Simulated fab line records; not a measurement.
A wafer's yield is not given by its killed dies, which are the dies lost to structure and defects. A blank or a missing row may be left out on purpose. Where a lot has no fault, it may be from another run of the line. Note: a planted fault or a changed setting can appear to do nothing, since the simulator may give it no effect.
fab line records	flow n5_finfet
record: lots: 4	wafers: 12	last_day: 17
route steps=1938 shown BEOL_M4@1099 BEOL_M5@1112 BEOL_M7@1301 PASSIVATION@1936
lots with no fault: from the same line, run without faults
start_h: the number of hours between the record's first day and the start of the first shown wafer of the lot	wait_h: hours elapsed since this lot's preceding step	" as in the row above	L1.1+2: several wafers, shown together as one row	- no value, or no start given	* or withheld: withheld	< > ~ a bound
route shown NAME@n: a module of which the file shows steps, and the number in the route of the first	usual: the fault-free wafers' mean and standard deviation	same: alike in all rows	chamber/n: place in a boat	sites: each site's reading	_std_site: the standard deviation of these	_edge_site: the outer-site mean with the inner-site mean subtracted	radius_mm: for every site, how far away it sits from the centre of the wafer	mask NAME#n: copy n	behind: tool/chamber where the wafer was last shaped	hold: why the lot was held/for how many hours/how that ended	device: whichever transistor did not switch (one of n, p or np)	end of line: the tests these same wafers got at the end of their route	a step without rows: its recipe alone	killed: dies lost to structure and defects at the first sort, not the wafer's yield	map: per-die view of a wafer (x killed, . not killed, _ where there is no die)
set.NAME: the setting that was run; set.NAME@STEP: the one run at that earlier step	model.NAME: the simulator's own value behind a step, which no gauge read
certain route steps with their lots: each step a table, each wafer a row
services: a tool's chamber out of use, with start hour (start_h, from the record's first day; less than 0 if before it), hours out, and reason
== steps ==
step: N5_BEOL_M4_ANNEAL_95
recipe: temp_c: 400	time_s: 240	ambient: vacuum
step: N5_BEOL_M4_SPUTTER_96
recipe: material: Cu	target_thk_a: 45	temp_c: -20	chamber_pressure_pa: 0.07	power_w: withheld	time_s: 8.29
step: N5_BEOL_M4_ECD_50
recipe: material: Cu	target_thk_a: 3000
step: N5_BEOL_M4_ANNEAL_51
recipe: temp_c: 225	time_s: 90	ambient: N2
step: N5_BEOL_M4_CMP_52
recipe: stop_on: SiOC	t_overpolish_s: 6.8	down_force_psi: 1	platen_rpm: 50	clearing_platen_down_force_psi: 1.5	clearing_platen_rpm: 50	post_cmp_clean: cu_alkaline	target_thk_nm: 40	clearing_platen_pad_velocity_m_s: 0.99484	pad_velocity_m_s: 0.99484
step: N5_BEOL_M4_PRE_CLEAN_60
recipe: gas: NH3/H2	time_s: 15	temp_c: *	rf_power_w: 300
step: N5_BEOL_M4_CO_CAP_55
recipe: material: Co	target_thk_a: 20	temp_c: 200	precursor: CCTBA/H2	pressure_torr: 30	time_s: 102.1
step: N5_BEOL_M4_PRE_CLEAN_56
recipe: gas: NH3	time_s: 15	temp_c: withheld	rf_power_w: 300
step: N5_BEOL_M4_DEP_57
recipe: material: SiCN	target_thk_a: 80	temp_c: withheld	precursor: 3MS/NH3	pressure_torr: 3	rf_w: 202	time_s: 14
step: N5_BEOL_M4_RC_MEAS_101
usual: DIBL_N: 36.4/1.6	DIBL_P: 35.9/2	IOFF_N: 0.152/0.03	IOFF_P: 0.20/0.032	ION_N: 670/12	ION_P: 459/7.3	SS_N: 71.6/0.55	SS_P: 73.2/0.69	VT_N: 251/3.5	VT_P: -252/3.2
lot.wafer	tool	chamber	start_h	wait_h	DIBL_N[mV/V]	DIBL_P[mV/V]	IOFF_N[nA/um]	IOFF_P[nA/um]	ION_N[uA/um]	ION_P[uA/um]	SS_N[mV/dec]	SS_P[mV/dec]	VT_N[mV]	VT_P[mV]
L659.1	prober-02	0	240.08	0.0	38.2	38.4	0.182	0.25	685	471	71.2	74.6	246	-246
L659.3	"	0	"	"	39.3	39.1	0.197	0.26	684	467	71.5	74.2	245	-245
L659.4	"	0	"	"	35.4	33.5	0.122	0.17	655	453	71.2	73.1	255	-252
L661.1	prober-01	0	241.53	0.0	35.8	35.2	0.130	0.18	666	453	71.1	73.6	253	-253
L661.2	"	0	"	"	36.2	35.3	0.146	0.19	666	458	72.4	73.7	251	-251
L661.5	"	0	"	"	35.9	35.9	0.143	0.19	677	466	71.9	73.7	251	-251
L667.1	prober-01	0	285.05	0.0	36.0	36.5	0.160	0.20	670	463	71.7	72.9	249	-250
L667.2	"	0	"	"	39.9	40.5	0.245	0.26	687	461	72.9	73.9	245	-248
L667.3	"	0	"	"	35.9	37.1	0.158	0.21	667	463	71.7	74.1	251	-249
L666.1	prober-02	0	286.41	0.0	35.7	35.1	0.126	0.18	650	452	71.7	72.9	257	-253
L666.2	"	0	"	"	35.8	36.5	0.123	0.19	648	457	71.8	73.1	256	-251
L666.6	"	0	"	"	34.3	33.4	0.102	0.14	638	442	71.0	72.7	260	-257
step: N5_BEOL_M5_ILD_DEP_00
recipe: material: SiCOH_lowk	target_thk_a: 1406.4	temp_c: 300	precursor: DEMS/porogen	pressure_torr: 5	rf_w: 500	time_s: 25.9
step: N5_BEOL_M5_CURE_79
recipe: temp_c: 385	time_s: 240	ambient: He/Ar	material: SiCOH_lowk
step: N5_BEOL_M5_PECVD_70
recipe: material: SiO2	target_thk_a: 160	temp_c: 400	precursor: TEOS/O2	pressure_torr: 5.5	rf_w: 450	teos_flow_sccm: 53.8	gas: O2	flow_sccm: 3000	time_s: 18
step: N5_BEOL_M5_HM_DEP_02
recipe: material: TiN	target_thk_a: 200	temp_c: 25	chamber_pressure_pa: 0.49996
step: N5_BEOL_M5_COAT_59
recipe: resist: SOC	temp_c: 250	time_s: 60	spin_rpm: 1500	resist_thk_nm: 60
step: N5_BEOL_M5_COAT_60
recipe: resist: SiARC	temp_c: 220	time_s: 60	spin_rpm: 1500	resist_thk_nm: 12
step: N5_BEOL_M5_COAT_71
recipe: resist: underlayer	temp_c: 205	time_s: 60	spin_rpm: 1500	resist_thk_nm: 5
step: N5_BEOL_M5_COAT_05
recipe: resist: CAR-EUV	spin_rpm: 1500	resist_thk_nm: 30
step: N5_BEOL_M5_EBR_07
recipe: solvent: PGMEA	ebr_width_mm: 1.5
step: N5_BEOL_M5_SOFTBAKE_06
recipe: temp_c: 110	time_s: 60	resist: CAR-EUV
step: N5_BEOL_M5_EXPOSE_08
recipe: mask_id: M5	na: 0.33	source_shape: annular	sigma_inner: 0.4	sigma_outer: 0.8	polarization: unpolarized	target_cd_nm: 28	dose_mj: 35.75
step: N5_BEOL_M5_PEB_09
recipe: peb_temp_c: 100	peb_time_s: 60	resist: CAR-EUV
step: N5_BEOL_M5_DEVELOP_10
recipe: develop_time_s: 30	developer: TMAH	resist: CAR-EUV	rinse_liquid: surfactant_rinse	dry: air_spin	dev_temp_c: 23
step: N5_BEOL_M5_DESCUM_16
recipe: chemistry: O2	time_s: 7	source_power_w: 50	bias_power_w: 20	pressure_mtorr: 20	rf_frequency_hz: 2.712e+07	temp_c: 40	resist: CAR-EUV	o2_flow_sccm: 225
step: N5_BEOL_M5_ETCH_72
recipe: chemistry: N2/H2	target: underlayer	target_depth_a: 65	mask_material: CAR-EUV	time_s: 5.2	ion_energy_ev: 200	pressure_mtorr: 30	source_w: 840	bias_w: 150	n2_flow_sccm: 200	h2_flow_sccm: 200	ends: cleared
step: N5_BEOL_M5_ETCH_61
recipe: chemistry: CF4	target: SiARC	target_depth_a: 156	mask_material: CAR-EUV	time_s: 26	ion_energy_ev: 80	pressure_mtorr: 40	source_w: 545	bias_w: 36	Ar_flow_sccm: 100	cf4_flow_sccm: 100	ends: cleared
step: N5_BEOL_M5_ETCH_62
recipe: chemistry: N2/H2	target: SOC	target_depth_a: 750	overetch_a: 150	mask_material: SiARC	temp_c: 40	time_s: 112.5	ion_energy_ev: 200	pressure_mtorr: 30	source_w: 840	bias_w: 150	n2_flow_sccm: 200	h2_flow_sccm: 200
step: N5_BEOL_M5_STRIP_63
recipe: chemistry: N2/H2	temp_c: 40	n2_flow_sccm: 200	h2_flow_sccm: 200	rf_frequency_hz: 6e+07
step: N5_BEOL_M5_STRIP_73
recipe: chemistry: N2/H2	temp_c: 40	n2_flow_sccm: 200	h2_flow_sccm: 200	rf_frequency_hz: 6e+07
step: N5_BEOL_M5_STRIP_64
recipe: chemistry: CF4	resist: SiARC	power_w: 300	bias_power_w: 75	pressure_mtorr: 50	cf4_flow_sccm: 150	rf_frequency_hz: 6e+07
step: N5_BEOL_M5_HM_OPEN_17
recipe: chemistry: Cl2/BCl3	target_depth_a: 200	overetch_a: 60	target: TiN	mask_material: SOC	ion_energy_ev: 150	pressure_mtorr: 10	icp_w: 1000	bias_w: 126	Cl2_flow_sccm: 53.25	bcl3_flow_sccm: 21.75	Ar_flow_sccm: 25
step: N5_BEOL_M5_STRIP_19
recipe: chemistry: O2	power_w: 400	temp_c: 40	pressure_mtorr: 30	rf_frequency_hz: 6e+07	bias_power_w: 0	overash_fraction: 0.2	o2_flow_sccm: 225
step: N5_BEOL_M5_COAT_65
recipe: resist: SOC	temp_c: 250	time_s: 60	spin_rpm: 1500	resist_thk_nm: 60
step: N5_BEOL_M5_COAT_66
recipe: resist: SiARC	temp_c: 220	time_s: 60	spin_rpm: 1500	resist_thk_nm: 12
step: N5_BEOL_M7_ETCH_65
recipe: chemistry: CF4	target: SiARC	target_depth_a: 156	mask_material: CAR-EUV	time_s: 26	ion_energy_ev: 80	pressure_mtorr: 40	source_w: 545	bias_w: 36	Ar_flow_sccm: 100	cf4_flow_sccm: 100	ends: cleared
usual: bias_w: 35.99/0.1	cf4_flow_sccm: 100.0/0.33	chamber_pressure_mTorr: 40.00/0.036	drypump_motor_current_A: 5.7/0.39	etch_rf_on_time_s: 25.6/0.46	oes_product_au: 0.68/0.083	rf_vpp_V: 184.3/1.1	showerhead_plenum_p_Torr: 2.16/0.07	throttle_valve_pct: 15.62/0.21
lot.wafer	tool	chamber	start_h	wait_h	bias_w	cf4_flow_sccm	chamber_pressure_mTorr	drypump_motor_current_A	etch_rf_on_time_s	oes_product_au	rf_hours_counter_h	rf_vpp_V	showerhead_plenum_p_Torr	throttle_valve_pct	model.CAR-EUV_of_BEOL_M7_COAT_22.thk_nm
L661.1	rie_diel-06	0	270.10	0.0	-	-	-	-	-	-	-	-	-	-	20.2
L661.2	"	2	"	"	-	-	-	-	-	-	-	-	-	-	20.2
L661.5	"	3	"	"	-	-	-	-	-	-	-	-	-	-	20.4
L659.1	rie_diel-05	1	270.71	0.0	-	-	-	-	-	-	-	-	-	-	20.4
L659.3	"	2	"	"	-	-	-	-	-	-	-	-	-	-	20.2
L659.4	"	3	"	"	-	-	-	-	-	-	-	-	-	-	20.2
L667.1	rie_diel-06	3	310.29	0.0	35.91	99.3	40.01	5.2	25.5	0.81	27	184.4	2.28	15.71	11.2
L667.2	"	1	"	"	36.03	99.9	39.98	6.0	25.3	0.72	97	182.0	2.08	15.32	11
L667.3	"	0	"	"	36.27	100.2	39.98	5.2	26.6	0.59	218	181.7	2.03	15.86	11
L666.1	rie_diel-02	1	317.58	0.0	35.98	99.9	40.06	5.4	25.8	0.60	226	184.4	2.19	15.98	11.2
L666.2	"	3	"	"	35.87	100.2	39.99	5.6	25.6	0.69	105	185.4	2.16	15.57	11
L666.6	"	0	"	"	36.00	100.0	40.02	6.5	25.3	0.73	-	184.6	2.17	15.54	11
step: N5_BEOL_M7_ETCH_66
recipe: chemistry: N2/H2	target: SOC	target_depth_a: 800	overetch_a: 160	mask_material: SiARC	temp_c: 40	time_s: 120	ion_energy_ev: 200	pressure_mtorr: 30	source_w: 840	bias_w: 150	n2_flow_sccm: 200	h2_flow_sccm: 200
usual: bias_w: 150.1/0.45	chamber_pressure_mTorr: 29.999/0.027	drypump_motor_current_A: 5.7/0.39	h2_flow_sccm: 200.0/0.58	oes_product_au: 0.61/0.071	rf_vpp_V: 524.4/2.7	showerhead_plenum_p_Torr: 2.55/0.096	throttle_valve_pct: 17.78/0.25
lot.wafer	tool	chamber	start_h	wait_h	bias_w	chamber_pressure_mTorr	drypump_motor_current_A	h2_flow_sccm	oes_product_au	rf_hours_counter_h	rf_vpp_V	showerhead_plenum_p_Torr	throttle_valve_pct
L661.1	rie_diel-06	0	270.13	0.0	150.3	29.972	5.2	199.8	0.26	205	519.4	2.41	17.92
L661.2	"	2	"	"	150.1	29.989	5.9	199.9	0.25	244	524.0	2.50	17.89
L661.5	"	3	"	"	150.4	29.940	5.3	200.1	0.36	-	528.5	2.71	17.80
L659.1	rie_diel-05	1	270.74	0.0	149.8	30.042	5.8	200.0	0.28	178	526.4	2.64	17.69
L659.3	"	2	"	"	150.5	29.986	5.6	199.5	0.29	156	519.9	2.42	17.57
L659.4	"	3	"	"	150.5	30.025	5.7	198.8	0.26	-	526.0	2.58	17.86
L667.1	rie_diel-06	3	310.31	0.0	150.2	30.011	5.2	199.8	0.71	27	528.2	2.71	17.86
L667.2	"	1	"	"	150.6	30.012	6.1	199.3	0.63	97	521.2	2.44	17.27
L667.3	"	0	"	"	150.4	30.043	5.2	199.1	0.53	218	519.4	2.41	18.00
L666.1	rie_diel-02	1	317.61	0.0	150.4	30.003	5.4	200.4	0.54	226	526.3	2.62	18.25
L666.2	"	3	"	"	149.8	29.967	5.6	198.7	0.60	105	522.4	2.55	17.71
L666.6	"	0	"	"	149.9	30.074	6.5	200.4	0.64	-	525.8	2.59	17.83
step: N5_PASSIVATION_PROBE_49
usual: defect_limited_yield: 91.7/1.2	killed_at_M0_to_M3: 33/9.5	killed_at_M4_up: 13/4.9	killed_at_contacts: 13/6.6	killed_at_front_end: 36/11	killed_at_other: 3.0/2.6	killed_dies: 97/14	killed_on_rim: 13/3.8	killed_open: 65/11	killed_short: 31/6.6	sort_bin_5_function: 4.8/0.82	sort_bin_6_memory: 3.1/0.58	sort_bin_8_speed: 0.00/0.02	sort_n_pass: 1083/14	sort_yield_pct: 91.7/1.2
same: gross_dies: 1180	killed_at_back_side: 0	sort_bin_4_leakage[%]: 0
lot.wafer	tool	chamber	start_h	wait_h	defect_limited_yield[%]	killed_at_M0_to_M3	killed_at_M4_up	killed_at_contacts	killed_at_front_end	killed_at_other	killed_dies	killed_on_rim	killed_open	killed_short	sort_bin_5_function[%]	sort_bin_6_memory[%]	sort_bin_8_speed[%]	sort_n_pass	sort_yield_pct[%]
L661.1	prober-02	-	345.11	0.0	0	29	1108	10	28	5	1180	152	61	17	96.9	2.9	0	0	0
L661.2	prober-02	-	345.16	0.1	0	34	1087	28	27	4	1180	152	68	33	96.8	3.1	0	0	0
L661.5	prober-02	-	345.31	0.2	0	24	1107	6	41	2	1180	152	64	18	96.8	3.0	0	0	0
L659.1	prober-01	-	351.76	0.0	0	53	1077	10	38	2	1180	152	68	45	95.6	4.1	0	0	0
L659.3	prober-01	-	351.86	0.1	0	23	1108	8	39	2	1180	152	49	33	96.4	3.0	0	0	0
L659.4	prober-01	-	351.91	0.2	0	24	1112	13	28	3	1180	152	51	26	98.3	1.5	0	0	0
L666.2	prober-01	-	392.03	0.1	92.8	22	11	12	38	2	85	11	46	34	3.8	3.1	0	1095	92.8
L667.1	prober-01	-	404.64	0.0	92.5	22	9	14	40	3	88	9	54	32	4.1	3.3	0	1092	92.5
L667.2	prober-01	-	404.69	0.1	92.5	28	7	13	39	1	88	12	61	24	3.8	3.5	0	1092	92.5
L667.3	prober-01	-	404.74	0.1	90.8	52	11	8	32	5	108	12	72	35	5.9	3.1	0	1072	90.8
killed by level:class
L661.1 BEOL_M7:area_etch=1101 STI_FIN_REVEAL:geometric_particle:open=12 MOL_CONTACT_COAG:geometric_particle:open=10 BEOL_M0_SAQP:geometric_particle:open=7 BEOL_M2:geometric_particle:open=7 BEOL_M0_SAQP:geometric_particle:short=5 BEOL_M1:geometric_particle:open=5 BEOL_M0:geometric_particle:open=4
L661.2 BEOL_M7:area_etch=1077 MOL_CONTACT_COAG:geometric_particle:open=21 BEOL_M0_SAQP:geometric_particle:open=13 STI_FIN_REVEAL:geometric_particle:open=10 BEOL_M0_SAQP:geometric_particle:short=8 MOL_CONTACT_COAG:geometric_particle:short=7 FIN_SAQP:geometric_particle:short=4 BEOL_M2:geometric_particle:open=4
L661.5 BEOL_M7:area_etch=1097 STI_FIN_REVEAL:geometric_particle:open=22 BEOL_M4:geometric_particle:open=6 BEOL_M0_SAQP:geometric_particle:open=6 BEOL_M2:geometric_particle:open=6 BEOL_M3:geometric_particle:open=5 MOL_CONTACT_COAG:geometric_particle:open=5 FIN_SAQP:geometric_particle:short=4
L659.1 BEOL_M7:area_etch=1067 BEOL_M0_SAQP:geometric_particle:open=11 BEOL_M0_SAQP:geometric_particle:short=11 FIN_SAQP:geometric_particle:open=10 FIN_SAQP:geometric_particle:short=8 BEOL_M3:geometric_particle:open=8 BEOL_M1:geometric_particle:open=7 MOL_CONTACT_COAG:geometric_particle:open=6
L659.3 BEOL_M7:area_etch=1096 FIN_SAQP:geometric_particle:open=13 FIN_SAQP:geometric_particle:short=10 MOL_CONTACT_COAG:geometric_particle:open=6 BEOL_M2:geometric_particle:open=5 BEOL_M0_SAQP:geometric_particle:open=4 BEOL_M0_SAQP:geometric_particle:short=4 BEOL_M4:geometric_particle:open=4
L659.4 BEOL_M7:area_etch=1101 MOL_CONTACT_COAG:geometric_particle:open=9 BEOL_M1:geometric_particle:open=6 GATE_CUT:geometric_particle:short=5 BEOL_M0_SAQP:geometric_particle:open=5 FIN_SAQP:geometric_particle:open=4 FIN_SAQP:geometric_particle:short=4 STI_FIN_REVEAL:geometric_particle:open=4
L666.2 BEOL_M0_SAQP:geometric_particle:short=11 MOL_CONTACT_COAG:geometric_particle:open=10 GATE_CUT:geometric_particle:open=6 FIN_SAQP:geometric_particle:short=5 GATE_CUT:geometric_particle:short=4 BEOL_M0_SAQP:geometric_particle:open=4 BEOL_M4:geometric_particle:open=4 FIN_SAQP:geometric_particle:open=3
L667.1 MOL_CONTACT_COAG:geometric_particle:open=11 FIN_SAQP:geometric_particle:short=10 DUMMY_GATE:geometric_particle:open=7 BEOL_M2:geometric_particle:open=7 STARTING-WAFER:geometric_particle:open=5 GATE_CUT:geometric_particle:short=4 BEOL_M0:geometric_particle:open=4 BEOL_M3:geometric_particle:open=4
L667.2 MOL_CONTACT_COAG:geometric_particle:open=12 DUMMY_GATE:geometric_particle:open=11 BEOL_M2:geometric_particle:open=6 BEOL_M4:geometric_particle:open=5 BEOL_M0_SAQP:geometric_particle:short=5 BEOL_M1:geometric_particle:open=5 BEOL_M3:geometric_particle:open=5 STI_FIN_REVEAL:geometric_particle:open=4
L667.3 BEOL_M0_SAQP:geometric_particle:open=14 BEOL_M3:geometric_particle:open=12 DUMMY_GATE:geometric_particle:open=9 MOL_CONTACT_COAG:geometric_particle:open=6 BEOL_M0_SAQP:geometric_particle:short=6 BEOL_M2:geometric_particle:open=5 BEOL_M4:geometric_particle:open=5 FIN_SAQP:geometric_particle:open=4
map L659.1 (x killed, . not)
_________________xxxxxxxxxxxx________________
______________xxxxxxxxxxxxxxxxxx_____________
___________xxxxxxxxxxxxxxxxxxxxxxxx__________
__________xxxxxxxxxxxxxxxxxxxxxxxxxx_________
________xxxxxxxxxxxxxxxxxxxxxxxxxxxxxx_______
_______xxxxxxxxxxxxxxxxxxxxxxxxxxxxxxxx______
______xxxxxxxxxxxxxxxxxxxxxxxxxxxxxxxxxx_____
_____xxxxxxxxxxxxxxxxxxxxxxxxxxxxxxxxxxxx____
____xxxxxxxxxxxxxxxxxxxxxxxxxxxxxxxxxxxxxx___
___xxxxxxxxxxxxxxxxxxxxxxxxxxxxxxxxxxxxxxxx__
___xxxxxxxxxxxxxxxxxxxxxxxxxxxxxxxxxxxxxxxx__
__xxxxxxxxxxxxxxxxxxxxxxxxxxxxxxxxxxxxxxxxxx_
__xxxxxxxxxxxxxxxxxxxxxxxxxxxxxxxxxxxxxxxxxx_
_xxxxxxxxxxxxxxxxxxxxxxxxxxxxxxxxxxxxxxxxxxxx
_xxxxxxxxxxxxxxxxxxxxxxxxxxxxxxxxxxxxxxxxxxxx
_xxxxxxxxxxxxxxxxxxxxxxxxxxxxxxxxxxxxxxxxxxxx
_xxxxxxxxxxxxxxxxxxxxxxxxxxxxxxxxxxxxxxxxxxxx
_xxxxxxxxxxxxxxxxxxxxxxxxxxxxxxxxxxxxxxxxxxxx
_xxxxxxxxxxxxxxxxxxxxxxxxxxxxxxxxxxxxxxxxxxxx
_xxxxxxxxxxxxxxxxxxxxxxxxxxxxxxxxxxxxxxxxxxxx
_xxxxxxxxxxxxxxxxxxxxxxxxxxxxxxxxxxxxxxxxxxxx
__xxxxxxxxxxxxxxxxxxxxxxxxxxxxxxxxxxxxxxxxxx_
__xxxxxxxxxxxxxxxxxxxxxxxxxxxxxxxxxxxxxxxxxx_
___xxxxxxxxxxxxxxxxxxxxxxxxxxxxxxxxxxxxxxxx__
___xxxxxxxxxxxxxxxxxxxxxxxxxxxxxxxxxxxxxxxx__
____xxxxxxxxxxxxxxxxxxxxxxxxxxxxxxxxxxxxxx___
_____xxxxxxxxxxxxxxxxxxxxxxxxxxxxxxxxxxxx____
______xxxxxxxxxxxxxxxxxxxxxxxxxxxxxxxxxx_____
_______xxxxxxxxxxxxxxxxxxxxxxxxxxxxxxxx______
________xxxxxxxxxxxxxxxxxxxxxxxxxxxxxx_______
__________xxxxxxxxxxxxxxxxxxxxxxxxxx_________
___________xxxxxxxxxxxxxxxxxxxxxxxx__________
______________xxxxxxxxxxxxxxxxxx_____________
_________________xxxxxxxxxxxx________________
map L661.1 (x killed, . not)
_________________xxxxxxxxxxxx________________
______________xxxxxxxxxxxxxxxxxx_____________
___________xxxxxxxxxxxxxxxxxxxxxxxx__________
__________xxxxxxxxxxxxxxxxxxxxxxxxxx_________
________xxxxxxxxxxxxxxxxxxxxxxxxxxxxxx_______
_______xxxxxxxxxxxxxxxxxxxxxxxxxxxxxxxx______
______xxxxxxxxxxxxxxxxxxxxxxxxxxxxxxxxxx_____
_____xxxxxxxxxxxxxxxxxxxxxxxxxxxxxxxxxxxx____
____xxxxxxxxxxxxxxxxxxxxxxxxxxxxxxxxxxxxxx___
___xxxxxxxxxxxxxxxxxxxxxxxxxxxxxxxxxxxxxxxx__
___xxxxxxxxxxxxxxxxxxxxxxxxxxxxxxxxxxxxxxxx__
__xxxxxxxxxxxxxxxxxxxxxxxxxxxxxxxxxxxxxxxxxx_
__xxxxxxxxxxxxxxxxxxxxxxxxxxxxxxxxxxxxxxxxxx_
_xxxxxxxxxxxxxxxxxxxxxxxxxxxxxxxxxxxxxxxxxxxx
_xxxxxxxxxxxxxxxxxxxxxxxxxxxxxxxxxxxxxxxxxxxx
_xxxxxxxxxxxxxxxxxxxxxxxxxxxxxxxxxxxxxxxxxxxx
_xxxxxxxxxxxxxxxxxxxxxxxxxxxxxxxxxxxxxxxxxxxx
_xxxxxxxxxxxxxxxxxxxxxxxxxxxxxxxxxxxxxxxxxxxx
_xxxxxxxxxxxxxxxxxxxxxxxxxxxxxxxxxxxxxxxxxxxx
_xxxxxxxxxxxxxxxxxxxxxxxxxxxxxxxxxxxxxxxxxxxx
_xxxxxxxxxxxxxxxxxxxxxxxxxxxxxxxxxxxxxxxxxxxx
__xxxxxxxxxxxxxxxxxxxxxxxxxxxxxxxxxxxxxxxxxx_
__xxxxxxxxxxxxxxxxxxxxxxxxxxxxxxxxxxxxxxxxxx_
___xxxxxxxxxxxxxxxxxxxxxxxxxxxxxxxxxxxxxxxx__
___xxxxxxxxxxxxxxxxxxxxxxxxxxxxxxxxxxxxxxxx__
____xxxxxxxxxxxxxxxxxxxxxxxxxxxxxxxxxxxxxx___
_____xxxxxxxxxxxxxxxxxxxxxxxxxxxxxxxxxxxx____
______xxxxxxxxxxxxxxxxxxxxxxxxxxxxxxxxxx_____
_______xxxxxxxxxxxxxxxxxxxxxxxxxxxxxxxx______
________xxxxxxxxxxxxxxxxxxxxxxxxxxxxxx_______
__________xxxxxxxxxxxxxxxxxxxxxxxxxx_________
___________xxxxxxxxxxxxxxxxxxxxxxxx__________
______________xxxxxxxxxxxxxxxxxx_____________
_________________xxxxxxxxxxxx________________
== services ==
tool	chamber	start_h	hours	kind
rie_diel-05	3	275.11	-	clean
rie_diel-05	3	275.11	-	consumable_replace:focus_ring
rie_diel-05	3	275.11	23.4	scheduled_down
rie_diel-05	3	275.11	23.4	vent_cycle
rie_diel-06	2	292.53	-	clean
rie_diel-06	2	292.53	-	consumable_replace:esc
rie_diel-06	2	292.53	-	consumable_replace:focus_ring
rie_diel-06	2	292.53	28.4	scheduled_down
rie_diel-06	2	292.53	28.4	vent_cycle
rie_diel-05	-	302.74	0.3	repair
== key ==
first_sign: step: N5_BEOL_M7_ETCH_65	reading: tool_record	direction: missing
effect: step: N5_BEOL_M7_ETCH_66	reading: oes_product_au	direction: down	sigmas: 4.6	usual: 0.61	struck: 0.28
effect: step: N5_PASSIVATION_PROBE_49	reading: killed_at_M4_up	direction: up	sigmas: 99+	usual: 13	struck: 1100
model_effect: step: N5_BEOL_M7_ETCH_65	value: CAR-EUV_of_BEOL_M7_COAT_22.thk_nm	without: 11.1	struck: 20.27
more_kills_born_at: N5_BEOL_M7_ETCH_65@rie_diel-06: 3275	N5_BEOL_M7_ETCH_65@rie_diel-05: 3264
met_at N5_BEOL_M7_ETCH_65
struck_wafers L659.1,L659.3,L659.4,L661.1,L661.2,L661.5
later_rows_left_out L659.1,L659.3,L659.4,L661.1,L661.2,L661.5
fault: kind: skipped_step_whole	tool: rie_diel-05,rie_diel-06	chamber: -	onset_h: 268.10	steps: N5_BEOL_M7_ETCH_65	scope: struck_lots_only
later_rows_left_out: the simulator's readings of these wafers behind a module that went badly wrong aren't trusted and aren't shown, but for the sort
